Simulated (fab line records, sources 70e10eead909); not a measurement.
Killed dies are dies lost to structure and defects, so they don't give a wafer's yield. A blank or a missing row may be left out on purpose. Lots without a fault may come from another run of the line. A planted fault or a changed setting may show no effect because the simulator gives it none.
fab line records | flow nand_harc
record lots=6 wafers=18 last_day=25
route steps=1159 shown P_M1@315 P_M2@318 END@1159
lots that met no fault: from a run of the same line without faults
start_h: hours from the record's first day to the start of the lot's first wafer shown | wait_h: hours since the lot's step before | " the same as in the row above | L1.1+2: a row that stands for several wafers | - no value, or no start given | * or withheld: withheld | < > ~ a bound
route shown NAME@n: a module of which the file shows steps, and the number in the route of the first | usual: mean/standard deviation of fault-free wafers | same: alike in all rows | chamber/n: place in a boat | sites: the reading at each site | _std_site: their standard deviation | _edge_site: outer sites' mean less inner sites' | radius_mm: how far each site lies from the wafer's centre | mask NAME#n: copy n | behind: the tool/chamber that last shaped the wafer | hold: why the lot was held/for how many hours/how that ended | device: the transistor (n, p or np) that didn't switch | end of line: the same wafers' tests at the end of the route | a step without rows: its recipe alone | killed: dies lost to structure and defects at the first sort, not the wafer's yield | map: a wafer's dies, x killed, . not, _ none there
set.NAME: the setting as run; set.NAME@STEP: as run at that earlier step | model.NAME: the simulator's own value behind a step, which no gauge read
lots at some steps of the route; a table a step, a row a wafer
services: from which hour (start_h, from the record's first day; less than 0 if before it) a tool's chamber was out of use, for how many hours, and why
## steps
# step NHARC_P_M1_INSPECT_27
# usual raw_defect_count=314/100
# columns lot.wafer tool chamber start_h wait_h raw_defect_count
L485.1 defect_inspect-01 - 132.97 0.0 285
L485.2 " - " " 370
L485.6 " - " " 357
L490.1 defect_inspect-01 - 159.32 0.0 229
L490.4 " - " " 316
L490.6 " - " " 322
L496.1 defect_inspect-01 - 200.48 0.0 384
L496.4 " - " " 325
L496.5 " - " " 350
L500.1 defect_inspect-02 - 226.15 0.0 358
L500.3 " - " " 348
L500.4 " - " " 270
L503.3 defect_inspect-02 - 240.68 0.0 158
L503.4 " - " " 324
L503.6 " - " " 168
L506.1 defect_inspect-01 - 260.56 0.0 249
L506.4 " - " " 279
L506.5 " - " " 341
# step NHARC_P_M1_PRE_CLEAN_32
# recipe time_s=12 temp_c=370 rf_power_w=300 gas=NH3
# usual heater_power_outer_w=349/46 heater_power_w=624/63
# same time_s=12
# columns lot.wafer tool chamber start_h wait_h heater_power_outer_w heater_power_w
L485.1 pecvd-02 0 133.04 0.1 393 700
L485.2 " 1 " " 381 679
L485.6 " 0 " " 396 699
L490.1 pecvd-01 1 159.40 0.1 376 622
L490.4 " 0 " " 363 645
L490.6 " 1 " " 368 617
L496.1 pecvd-01 2 200.62 0.1 355 660
L496.5 " 0 " " 338 592
L496.4 " 1 " " 351 583
L500.1 pecvd-01 2 226.22 0.1 347 660
L500.3 " 0 " " 307 566
L500.4 " 1 " " 435 703
L503.3 pecvd-04 2 240.76 0.1 419 736
L503.6 " 1 " " 364 592
L503.4 " 0 " " 263 534
L506.1 pecvd-01 0 260.66 0.1 307 554
L506.4 " 1 " " 341 569
L506.5 " 0 " " 302 562
# step NHARC_P_M1_DEP_33
# recipe target_thk_a=300 temp_c=370 target_thk_nm=30 pressure_torr=3 flow_sccm=200 rf_w=450 material=SiCN
# usual chamber_pressure_Torr=2.999/0.006 heater_power_outer_w=304/46 heater_power_w=563/60
# columns lot.wafer tool chamber start_h wait_h chamber_pressure_Torr heater_power_outer_w heater_power_w
L485.1 pecvd-02 0 133.12 0.1 2.996 346 630
L485.2 " 1 " " 3.004 289 575
L485.6 " 0 " " 2.998 348 618
L490.1 pecvd-01 1 159.51 0.1 3.001 389 632
L490.4 " 0 " " 3.003 283 537
L490.6 " 1 " " 3.005 392 638
L496.1 pecvd-01 2 200.75 0.1 2.999 311 601
L496.5 " 0 " " 2.999 327 590
L496.4 " 1 " " 3.004 359 579
L500.1 pecvd-01 2 226.30 0.1 3.005 299 587
L500.3 " 0 " " 2.998 289 543
L500.4 " 1 " " 2.999 366 600
L503.3 pecvd-04 2 240.87 0.1 2.994 292 554
L503.6 " 1 " " 2.997 286 475
L503.4 " 0 " " 2.994 223 494
L506.1 pecvd-01 0 260.80 0.1 2.995 320 583
L506.4 " 1 " " 3.005 349 591
L506.5 " 0 " " 3.006 325 588
# step NHARC_P_M2_DEP_00
# recipe target_thk_a=1825 target_thk_nm=182.5 temp_c=withheld pressure_torr=5 flow_sccm=200 rf_w=600 material=SiOC
# step NHARC_P_M2_DEHYDRATE_01
# recipe temp_c=150 time_s=120
# step NHARC_P_M2_HMDS_02
# recipe time_s=30
# step NHARC_P_M2_COAT_34
# recipe temp_c=200 time_s=65
# step NHARC_P_M2_COAT_03
# recipe spin_rpm=1500 resist_thk_nm=90
# step NHARC_P_M2_SOFTBAKE_04
# recipe temp_c=105 time_s=55
# step NHARC_P_M2_EBR_05
# step NHARC_P_M2_EXPOSE_06
# recipe na=1.35 target_cd_nm=170 dose_mj=80.78 mask_id=P_M2
# step NHARC_P_M2_PEB_07
# recipe peb_temp_c=100 peb_time_s=65
# usual heater_power_total_W=156.6/0.42 plate_temp_C=99.99/0.14
# columns lot.wafer tool chamber start_h wait_h heater_power_total_W plate_temp_C
L485.1 litho_track-04 0 134.29 0.1 156.9 100.05
L485.2 " 0 " " 156.8 99.78
L485.6 " 0 " " 156.7 100.09
L490.1 litho_track-06 0 160.62 0.1 156.9 100.10
L490.4 " 0 " " 156.8 100.00
L490.6 " 0 " " 156.5 99.98
L496.1 litho_track-04 0 201.81 0.1 161.5 102.06
L496.4 " 0 " " 160.7 102.41
L496.5 " 0 " " 161.0 102.23
L500.1 litho_track-04 0 227.38 0.1 161.0 102.02
L500.3 " 0 " " 160.7 101.99
L500.4 " 0 " " 160.7 102.02
L503.3 litho_track-06 0 242.01 0.1 157.1 100.18
L503.4 " 0 " " 156.7 99.99
L503.6 " 0 " " 156.0 100.16
L506.1 litho_track-06 0 261.75 0.1 156.9 99.91
L506.4 " 0 " " 156.8 100.08
L506.5 " 0 " " 155.9 100.01
# step NHARC_P_M2_DEVELOP_08
# recipe develop_time_s=35 dev_temp_c=23
# step NHARC_P_M2_CD_MEAS_09
# recipe target_cd_nm=170 landing_energy_ev=500
# usual cd_nm=170.3/0.63
# columns lot.wafer tool chamber start_h wait_h cd_nm
L485.1 cd_sem-01 0 134.37 - 169.7
L485.2 " 0 " " 170.0
L485.6 " 0 " " 170.8
L490.1 cd_sem-01 0 160.70 - 170.9
L490.4 " 0 " " 170.9
L490.6 " 0 " " 170.5
L496.1 cd_sem-01 0 201.89 - 177.5
L496.4 " 0 " " 176.9
L496.5 " 0 " " 177.3
L500.1 cd_sem-01 0 227.46 - 176.6
L500.3 " 0 " " 176.3
L500.4 " 0 " " 177.2
L503.3 cd_sem-02 0 242.10 - 172.0
L503.4 " 0 " " 170.8
L503.6 " 0 " " 171.0
L506.1 cd_sem-03 0 261.83 - 170.8
L506.4 " 0 " " 170.4
L506.5 " 0 " " 171.2
# step NHARC_P_M2_OVL_MEAS_10
# recipe pitch_nm=340
# usual overlay_x_nm=-0.1/0.78 overlay_y_nm=0.2/0.86
# columns lot.wafer tool chamber start_h wait_h overlay_x_nm overlay_y_nm
L485.1 overlay-02 - 134.46 - 1.2 0.8
L485.2 " - " " 0.5 1.4
L485.6 " - " " 0.9 0.3
L490.1 overlay-01 - 160.79 - 0.3 -0.8
L490.4 " - " " 0.5 -0.2
L490.6 " - " " -0.3 -0.7
L496.1 overlay-01 - 201.98 - -1.1 -0.9
L496.4 " - " " -0.7 -1.3
L496.5 " - " " -0.5 -1.0
L500.1 overlay-02 - 227.56 - 0.1 2.2
L500.3 " - " " 0.1 1.9
L500.4 " - " " 0.2 2.4
L503.3 overlay-02 - 242.20 - 0.2 0.3
L503.4 " - " " 0.1 0.3
L503.6 " - " " -0.2 0.1
L506.1 overlay-02 - 261.92 - 0.3 2.0
L506.4 " - " " 0.1 1.1
L506.5 " - " " 0.4 1.1
# step NHARC_P_M2_INSPECT_11
# usual raw_defect_count=3.9/2.5
# columns lot.wafer tool chamber start_h wait_h raw_defect_count
L485.1 defect_inspect-01 - 134.50 0.0 3
L485.2 " - " " 3
L485.6 " - " " 8
L490.1 defect_inspect-01 - 160.82 0.0 2
L490.4 " - " " 2
L490.6 " - " " 1
L496.1 defect_inspect-02 - 202.02 0.0 2
L496.4 " - " " 6
L496.5 " - " " 3
L500.1 defect_inspect-02 - 227.60 0.0 10
L500.3 " - " " 8
L500.4 " - " " 8
L503.3 defect_inspect-02 - 242.24 0.0 5
L503.4 " - " " 6
L503.6 " - " " 3
L506.1 defect_inspect-02 - 261.95 0.0 3
L506.4 " - " " 4
L506.5 " - " " 4
# step NHARC_P_M2_DESCUM_14
# recipe time_s=3 o2_flow_sccm=200 ar_flow_sccm=0 bias_power_w=0 chemistry=O2
# usual drypump_motor_current_A=5.6/0.33 oes_product_au=1.002/0.0084 rf_vpp_V=57.9/0.84 showerhead_plenum_p_Torr=1.91/0.051 throttle_valve_pct=11.310/0.0086
# same time_s=3
# columns lot.wafer tool chamber start_h wait_h drypump_motor_current_A oes_product_au rf_hours_counter_h rf_vpp_V showerhead_plenum_p_Torr throttle_valve_pct model.P_M2.cd_nm
L485.2 rie_diel-01 0 134.56 0.1 5.7 0.995 27 57.8 1.91 11.316 169.8
L485.1 " 1 " " 5.4 0.998 30 57.9 2.01 11.308 169.9
L485.6 " 1 " " 5.4 0.998 - 58.1 2.01 11.312 171.3
L490.1 rie_diel-12 1 160.89 0.1 5.3 1.003 45 59.7 1.97 11.302 171.6
L490.4 " 2 " " 5.6 1.008 42 57.6 1.84 11.315 171.8
L490.6 " 1 " " 5.4 1.005 - 58.9 1.97 11.300 171.3
L496.4 rie_diel-03 1 202.08 0.1 5.8 1.001 6 59.2 1.89 11.308 177.1
L496.1 " 3 " " 5.9 1.007 6 60.2 1.96 11.302 177.8
L496.5 " 1 " " 5.7 1.001 - 57.0 1.89 11.312 177.2
L500.3 rie_diel-01 3 227.66 0.1 6.2 0.989 19 57.4 1.86 11.310 176.8
L500.4 " 0 " " 5.7 0.996 20 58.8 1.90 11.294 176.3
L500.1 " 1 " " 5.4 1.006 18 58.3 2.00 11.309 176.9
L503.3 rie_diel-01 0 242.30 0.1 5.6 0.990 22 56.7 1.90 11.301 170.8
L503.4 " 3 " " 6.2 0.997 21 56.9 1.86 11.305 171.2
L503.6 " 0 " " 5.6 0.993 - 58.4 1.90 11.329 170.3
L506.4 rie_diel-03 2 262.01 0.1 5.3 1.006 2 57.6 1.86 11.308 171
L506.1 " 1 " " 5.7 1.001 2 59.9 1.89 11.303 170.9
L506.5 " 3 " " 5.9 0.995 - 57.3 1.96 11.328 171.8
# step NHARC_P_M2_ETCH_35
# recipe target_depth_a=400 overetch_a=120 time_s=43.94 ion_energy_ev=200 n2_flow_sccm=150 h2_flow_sccm=150 ar_flow_sccm=0 rf_w=400 bias_w=150 chemistry=N2/H2
# usual drypump_motor_current_A=5.7/0.31 oes_product_au=1.001/0.0083 rf_vpp_V=430.6/1.8 showerhead_plenum_p_Torr=2.04/0.058 throttle_valve_pct=14.172/0.0086
# same time_s=43.94
# columns lot.wafer tool chamber start_h wait_h drypump_motor_current_A oes_product_au rf_hours_counter_h rf_vpp_V showerhead_plenum_p_Torr throttle_valve_pct
L485.2 rie_diel-01 1 134.64 0.1 5.4 0.992 30 433.4 2.15 14.177
L485.1 " 3 " " 6.2 0.979 30 430.8 1.99 14.162
L485.6 " 2 " " 5.1 1.005 - 428.6 1.99 14.160
L490.1 rie_diel-12 3 160.97 0.1 5.9 0.995 39 429.8 1.99 14.179
L490.4 " 0 " " 6.7 1.005 39 430.5 2.02 14.182
L490.6 " 2 " " 5.6 1.011 - 428.5 1.96 14.176
L496.4 rie_diel-03 3 202.16 0.1 5.9 1.002 6 432.1 2.09 14.176
L496.1 " 2 " " 5.3 1.017 6 429.5 1.98 14.167
L496.5 " 0 " " 5.6 1.007 - 432.4 2.12 14.156
L500.1 rie_diel-01 0 227.75 0.1 5.7 1.001 20 430.3 2.03 14.171
L500.4 " 1 " " 5.4 1.015 18 432.0 2.14 14.195
L500.3 " 3 " " 6.2 0.990 19 430.1 1.98 14.170
L503.4 rie_diel-01 2 242.46 0.1 5.1 0.995 22 429.5 1.98 14.168
L503.3 " 3 " " 6.2 0.999 21 428.5 1.98 14.169
L503.6 " 1 " " 5.4 1.005 - 434.3 2.14 14.166
L506.1 rie_diel-03 1 262.11 0.1 5.7 0.995 2 429.1 2.02 14.159
L506.4 " 2 " " 5.3 1.003 2 429.0 1.98 14.164
L506.5 " 0 " " 5.6 1.015 - 432.6 2.12 14.170
# step NHARC_P_M2_ETCH_15
# recipe target_depth_a=1825 time_s=91.2 c4f8_flow_sccm=withheld ar_flow_sccm=400 rf_w=600 bias_w=300 chemistry=C4F8/Ar
# usual oes_product_au=0.947/0.022 rf_vpp_V=440.9/1.8
# same time_s=91.2
# columns lot.wafer tool chamber start_h wait_h oes_product_au rf_hours_counter_h rf_vpp_V
L485.2 rie_diel-01 0 - - 0.921 27 438.9
L485.1 " 1 " " 0.926 30 442.2
L485.6 " 0 " " 0.921 - 440.1
L490.4 rie_diel-12 2 - - 0.927 42 437.7
L490.1 " 3 " " 0.918 39 439.3
L490.6 " 1 " " 0.930 - 443.8
L496.4 rie_diel-03 0 - - 0.929 6 443.9
L496.1 " 2 " " 0.945 6 437.5
L496.5 " 1 " " 0.925 - 440.4
L500.3 rie_diel-01 0 - - 0.923 20 442.0
L500.1 " 1 " " 0.931 18 443.6
L500.4 " 2 " " 0.933 20 438.6
L503.3 rie_diel-01 3 - - 0.926 21 438.6
L503.4 " 2 " " 0.921 22 440.5
L503.6 " 0 " " 0.924 - 441.1
L506.4 rie_diel-03 1 - - 0.976 2 440.9
L506.1 " 2 " " 0.952 2 438.8
L506.5 " 2 " " 0.964 - 440.0
# step NHARC_P_M2_CD_MEAS_16
# usual cd_nm=170.2/0.8
# columns lot.wafer tool chamber start_h wait_h cd_nm
L485.1 cd_sem-01 - 134.86 - 169.1
L485.2 " - " " 169.8
L485.6 " - " " 171.3
L490.1 cd_sem-03 - 161.20 - 171.1
L490.4 " - " " 171.1
L490.6 " - " " 171.2
L496.1 cd_sem-02 - 202.38 - 177.3
L496.4 " - " " 176.6
L496.5 " - " " 177.4
L500.1 cd_sem-01 - 227.97 - 177.2
L500.3 " - " " 176.5
L500.4 " - " " 175.4
L503.3 cd_sem-03 - 242.67 - 170.6
L503.4 " - " " 170.8
L503.6 " - " " 169.5
L506.1 cd_sem-01 - 262.32 - 171.0
L506.4 " - " " 171.7
L506.5 " - " " 171.5
# step NHARC_P_M2_STRIP_18
# recipe power_w=1000 n2_flow_sccm=150 h2_flow_sccm=150 ar_flow_sccm=0 bias_w=0 chemistry=N2/H2
# usual drypump_motor_current_A=5.6/0.33 oes_product_au=1.003/0.0079 rf_vpp_V=90.7/0.83 showerhead_plenum_p_Torr=2.04/0.059 throttle_valve_pct=14.171/0.01
# columns lot.wafer tool chamber start_h wait_h drypump_motor_current_A oes_product_au rf_hours_counter_h rf_vpp_V showerhead_plenum_p_Torr throttle_valve_pct
L485.1 rie_diel-03 3 134.96 0.1 5.9 1.008 3 90.5 2.09 14.177
L485.2 " 1 " " 5.7 1.002 3 88.8 2.02 14.171
L485.6 " 2 " " 5.3 1.007 - 90.6 1.98 14.162
L490.4 rie_diel-03 1 161.28 0.1 5.7 1.007 4 89.9 2.02 14.175
L490.1 " 0 " " 5.6 1.014 4 90.4 2.12 14.170
L490.6 " 1 " " 5.7 1.008 - 91.0 2.02 14.166
L496.1 rie_diel-03 0 202.50 0.1 5.6 1.007 6 92.7 2.12 14.187
L496.4 " 1 " " 5.7 1.012 6 90.1 2.02 14.168
L496.5 " 3 " " 5.9 1.010 - 90.4 2.09 14.176
L500.4 rie_diel-01 0 228.04 0.1 5.6 0.998 20 90.4 2.03 14.173
L500.1 " 2 " " 5.1 1.010 20 91.3 1.98 14.159
L500.3 " 3 " " 6.2 0.988 19 91.6 1.98 14.173
L503.4 rie_diel-01 1 242.74 0.1 5.4 1.013 20 89.6 2.14 14.189
L503.3 " 2 " " 5.1 1.008 22 92.1 1.98 14.177
L503.6 " 1 " " 5.4 1.008 - 91.2 2.14 14.190
L506.4 rie_diel-01 3 262.44 0.1 6.2 0.997 24 90.0 1.98 14.173
L506.1 " 0 " " 5.7 0.996 25 90.1 2.03 14.166
L506.5 " 2 " " 5.1 1.003 - 91.1 1.98 14.154
# step NHARC_P_M2_ETCH_28
# recipe target_depth_a=300 over_etch_frac=0.3 time_s=72.99 ion_energy_ev=150 cf4_flow_sccm=50 n2_flow_sccm=100 ar_flow_sccm=150 rf_w=300 bias_w=100 chemistry=CF4/N2
# usual cf4_flow_sccm=50.01/0.14 drypump_motor_current_A=5.6/0.33 oes_product_au=1.001/0.0086 rf_vpp_V=314.1/1.5 showerhead_plenum_p_Torr=2.63/0.07 throttle_valve_pct=19.793/0.0096
# same time_s=72.99
# columns lot.wafer tool chamber start_h wait_h cf4_flow_sccm drypump_motor_current_A oes_product_au rf_hours_counter_h rf_vpp_V showerhead_plenum_p_Torr throttle_valve_pct model.P_M2.cd_nm
L485.1 rie_diel-03 2 - - 50.11 5.3 0.994 3 313.2 2.56 19.781 169.4
L485.2 " 0 " " 50.15 5.6 1.001 3 316.3 2.72 19.789 169.3
L485.6 " 2 " " 49.95 5.3 0.994 - 311.7 2.56 19.786 171.9
L490.4 rie_diel-03 0 - - 50.06 5.6 1.005 4 315.2 2.72 19.790 170.2
L490.1 " 1 " " 50.18 5.7 0.995 4 315.5 2.60 19.791 170.9
L490.6 " 2 " " 49.97 5.3 1.006 - 312.4 2.56 19.789 170.9
L496.1 rie_diel-03 3 - - 49.90 5.9 0.999 6 314.9 2.69 19.796 177.4
L496.4 " 2 " " 49.97 5.3 1.013 6 313.6 2.56 19.802 176.3
L496.5 " 3 " " 50.08 5.9 1.005 - 315.1 2.69 19.788 176.6
L500.4 rie_diel-01 0 - - 50.10 5.7 1.001 20 314.2 2.61 19.806 175.2
L500.1 " 1 " " 50.09 5.4 1.019 18 315.1 2.74 19.789 176.5
L500.3 " 2 " " 50.00 5.1 1.007 20 312.4 2.55 19.792 177
L503.3 rie_diel-01 2 - - 50.26 5.1 1.000 22 312.8 2.55 19.795 170.2
L503.4 " 0 " " 50.29 5.7 0.989 22 315.5 2.61 19.790 170.9
L503.6 " 2 " " 49.98 5.1 1.014 - 311.9 2.55 19.794 169.4
L506.4 rie_diel-01 0 - - 49.86 5.6 0.982 25 313.4 2.61 19.805 171.9
L506.1 " 3 " " 50.23 6.2 0.998 24 312.6 2.56 19.792 170.5
L506.5 " 1 " " 49.88 5.4 0.995 - 316.2 2.74 19.791 170.8
# step NHARC_P_M2_STRIP_19
# recipe time_s=600 temp_c=30 chemistry=post_etch_residue_remover
# step NHARC_END_SORT_01
# recipe temp_c=25
# usual defect_limited_yield=95.5/1.8 killed_at_array=27/11 killed_at_other=0.6/1 killed_at_periphery=3.0/2.1 killed_dies=31/12 killed_open=3.2/1.7 killed_short=1.7/1.4 sort_bin_2_pct=1.4/0.68 sort_bin_3_pct=0.25/0.2 sort_bin_4_pct=2.9/1.2 sort_n_pass=646/12 sort_rim_yield_pct=95.7/2.8 sort_yield_pct=95.5/1.8
# same gross_dies=677 sort_bin_5_pct[%]=0 sort_bin_6_pct[%]=0 sort_bin_7_pct[%]=0 sort_bin_8_pct[%]=0 sort_rim_n_gross=106.00
# columns lot.wafer tool chamber start_h wait_h defect_limited_yield[%] killed_at_array killed_at_other killed_at_periphery killed_dies killed_open killed_short sort_bin_2_pct[%] sort_bin_3_pct[%] sort_bin_4_pct[%] sort_n_pass sort_rim_yield_pct[%] sort_yield_pct[%]
L490.1 prober-01 0 482.26 2.5 96.8 21 0 1 22 4 1 0.9 0.15 2.2 655 100.0 96.8
L490.4 prober-01 0 484.66 3.4 96.6 20 0 3 23 6 1 0.9 0.30 2.2 654 97.2 96.6
L490.6 prober-01 0 486.26 4.0 96.8 22 0 0 22 2 3 0.9 0.30 2.1 655 98.1 96.8
L506.1 prober-02 0 587.98 2.5 96.2 24 2 0 26 1 5 1.3 0.30 2.2 651 95.3 96.2
L506.4 prober-02 0 590.35 3.4 95.3 26 2 4 32 5 4 1.9 0.15 2.7 645 95.3 95.3
L506.5 prober-02 0 591.13 3.7 96.0 17 7 3 27 4 1 0.7 0.30 3.0 650 98.1 96.0
# killed by level:class
L490.1 A_SGD_CUT:chamber_film_flake=7 A_CHANNEL_HOLE_D1:chamber_film_flake=3 A_CONTACT:chamber_film_flake=3 A_SLIT:chamber_film_flake=2 P_M0:geometric_particle:open=1 A_CHANNEL_FILL_D1:geometric_particle:short=1 A_CHANNEL_FILL_D1:geometric_particle:open=1 A_CONTACT:geometric_particle:open=1
L490.4 A_SGD_CUT:chamber_film_flake=7 A_CHANNEL_HOLE_D1:chamber_film_flake=4 A_CONTACT:geometric_particle:open=2 A_SLIT:chamber_film_flake=2 P_CONTACT:geometric_particle:open=1 P_M0:geometric_particle:short=1 P_M2:geometric_particle:open=1 A_CHANNEL_HOLE_D1:geometric_particle:open=1
L490.6 A_CHANNEL_HOLE_D1:chamber_film_flake=9 A_CHANNEL_FILL_D1:geometric_particle:short=3 A_BLC:geometric_particle:open=2 A_STAIRCASE:chamber_film_flake=2 A_SGD_CUT:chamber_film_flake=2 A_CONTACT:chamber_film_flake=2 A_ZERO_WELL:chamber_film_flake=1 A_SLIT:chamber_film_flake=1
L506.1 A_CONTACT:chamber_film_flake=7 A_STAIRCASE:chamber_film_flake=5 A_WL_FILL:geometric_particle:short=3 A_CHANNEL_HOLE_D1:chamber_film_flake=3 THIN_TSV:chamber_film_flake=2 A_ONON_D1:geometric_particle:short=1 A_CONTACT:geometric_particle:short=1 A_M0:geometric_particle:open=1
L506.4 A_CHANNEL_HOLE_D1:chamber_film_flake=7 A_CONTACT:chamber_film_flake=6 A_WL_FILL:chamber_film_flake=4 A_CONTACT:geometric_particle:open=3 A_CHANNEL_FILL_D1:geometric_particle:short=2 A_STAIRCASE:chamber_film_flake=2 THIN_TSV:chamber_film_flake=2 P_CONTACT:geometric_particle:short=1
L506.5 A_CHANNEL_HOLE_D1:chamber_film_flake=10 THIN_TSV:chamber_film_flake=5 P_CONTACT:geometric_particle:open=2 A_CONTACT:chamber_film_flake=2 A_SOURCE_PLATE:geometric_particle:open=1 A_WL_FILL:geometric_particle:short=1 P_CONTACT:chamber_film_flake=1 STARTING-WAFER:geometric_particle:open=1
## services
# columns tool chamber start_h hours kind
rie_diel-03 2 109.87 9.1 repair
litho_track-06 - 117.00 7.0 pm
rie_diel-01 0 117.08 - clean
rie_diel-01 1 117.08 - clean
rie_diel-01 2 117.08 - clean
rie_diel-01 3 117.08 - clean
rie_diel-03 - 118.73 1.1 repair
rie_diel-01 - 137.80 9.0 pm
rie_diel-01 0 137.80 9.0 vent_cycle
rie_diel-01 1 137.80 9.0 vent_cycle
rie_diel-01 2 137.80 9.0 vent_cycle
rie_diel-01 3 137.80 9.0 vent_cycle
litho_track-04 - 141.00 7.0 pm
pecvd-02 - 153.00 13.0 pm
rie_diel-12 3 192.43 5.1 repair
pecvd-04 - 195.56 13.0 pm
rie_diel-12 - 202.62 9.0 pm
rie_diel-01 3 204.20 3.6 repair
rie_diel-12 - 212.33 1.2 repair
rie_diel-03 - 215.30 9.0 pm
rie_diel-01 1 216.27 6.4 repair
pecvd-01 - 237.10 13.0 pm
rie_diel-03 - 250.35 1.0 repair
pecvd-02 - 261.75 1.0 repair
## key
first_sign step=NHARC_P_M2_PEB_07 reading=plate_temp_C direction=up sigmas=15 usual=* struck=*
effect step=NHARC_P_M2_PEB_07 reading=heater_power_total_W direction=up sigmas=10 usual=* struck=*
effect step=NHARC_P_M2_CD_MEAS_09 reading=cd_nm direction=up sigmas=11 usual=170.3 struck=177.0 through=control_loop
effect step=NHARC_P_M2_CD_MEAS_16 reading=cd_nm direction=up sigmas=8.1 usual=170.2 struck=176.7 through=control_loop
model_effect step=NHARC_P_M2_DESCUM_14 value=P_M2.cd_nm without=170.2 struck=177
model_effect step=NHARC_P_M2_ETCH_28 value=P_M2.cd_nm without=169.7 struck=176.5
met_at NHARC_P_M2_PEB_07
struck_wafers L496.1,L496.4,L496.5,L500.1,L500.3,L500.4
rows_end L496.1,L496.4,L496.5,L500.1,L500.3,L500.4
loop_trim step=NHARC_P_M2_EXPOSE_06 setting=dose lots=L500
onset_between 134.29 201.81
fault kind=process_parameter_drift tool=litho_track-04 chamber=- onset_h=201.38 steps=NHARC_P_M2_PEB_07 channel=peb_temp_c offset=* shape=step acts_in=* stated=*
# rows_end: these wafers met a further fault down the route, and their rows from its step on are left out
# loop_trim: a control loop set the setting to another value than it would have without faults
